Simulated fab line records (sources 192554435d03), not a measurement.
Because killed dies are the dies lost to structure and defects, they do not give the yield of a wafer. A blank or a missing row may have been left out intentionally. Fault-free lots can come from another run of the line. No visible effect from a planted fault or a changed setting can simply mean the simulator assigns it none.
Chamber matching	flow n5_finfet	N5_FIN_CUT_STRIP_24 on rie_diel-02: 4 sister chambers
The step strips in CF4. 16 wafers are shown with their chamber, then 8 later ones without.

WAFERS PAIRED WITH THEIR CHAMBERS
wafer	chamber	showerhead_plenum_p_Torr (Torr)	oes_product_au (a.u.)	throttle_valve_pct (%)
L074.1	0	1.84	0.69	13.57
L074.2	2	1.80	0.78	13.57
L074.3	1	1.72	0.80	13.65
L074.4	3	1.85	0.86	13.44
L074.5	2	1.80	0.78	13.57
L074.6	3	1.85	0.87	13.41
L076.2	2	1.80	0.78	13.57
L076.5	1	1.72	0.80	13.67
L076.6	2	1.80	0.78	13.57
L079.1	2	1.80	0.77	13.58
L079.2	0	1.84	0.69	13.61
L079.3	1	1.72	0.80	13.67
L084.1	0	1.84	0.68	13.64
L084.2	2	1.79	0.76	13.59
L084.3	1	1.71	0.79	13.69
L086.1	0	1.84	0.68	13.63

SIGNATURES, as means of the wafers listed above
reading	chamber 0	chamber 1	chamber 2	chamber 3	scatter within a chamber
showerhead_plenum_p_Torr	1.8400	1.7175	1.7983	1.8500	0.00363
oes_product_au	0.6850	0.7975	0.7750	0.8650	0.00692
throttle_valve_pct	13.6125	13.6700	13.5750	13.4250	0.0193
Rule: for each reading, subtract the chamber's mean from the wafer's reading, divide by that reading's scatter and square the result; add these up over the readings and take the root, which gives the wafer's distance from the chamber. If the next closest chamber is less than 2 further off than the closest, the wafer can't be placed; otherwise it belongs to the closest. How the scatter is found: for the shown wafers, subtract from each reading the mean of its chamber, square and add these, divide the total by (wafers less chambers), then take the root.

WAFERS WITH NO CHAMBER GIVEN
wafer	showerhead_plenum_p_Torr (Torr)	oes_product_au (a.u.)	throttle_valve_pct (%)
L086.3	1.84	0.84	13.48
L086.5	1.71	0.78	13.70
L087.3	1.84	0.83	13.46
L087.4	1.71	0.78	13.71
L087.5	1.84	0.84	13.49
L090.1	1.84	0.83	13.48
L090.2	1.71	0.77	13.74
L090.3	1.84	0.67	13.66

THE CHAMBER EACH PASSED THROUGH
wafer	from the rows above	in truth
L086.3	3	3
L086.5	1	1
L087.3	3	3
L087.4	1	1
L087.5	3	3
L090.1	3	3
L090.2	1	1
L090.3	0	0
8 of 8 placed correctly. Not placeable from these rows: 0. Number placed wrongly: 0.
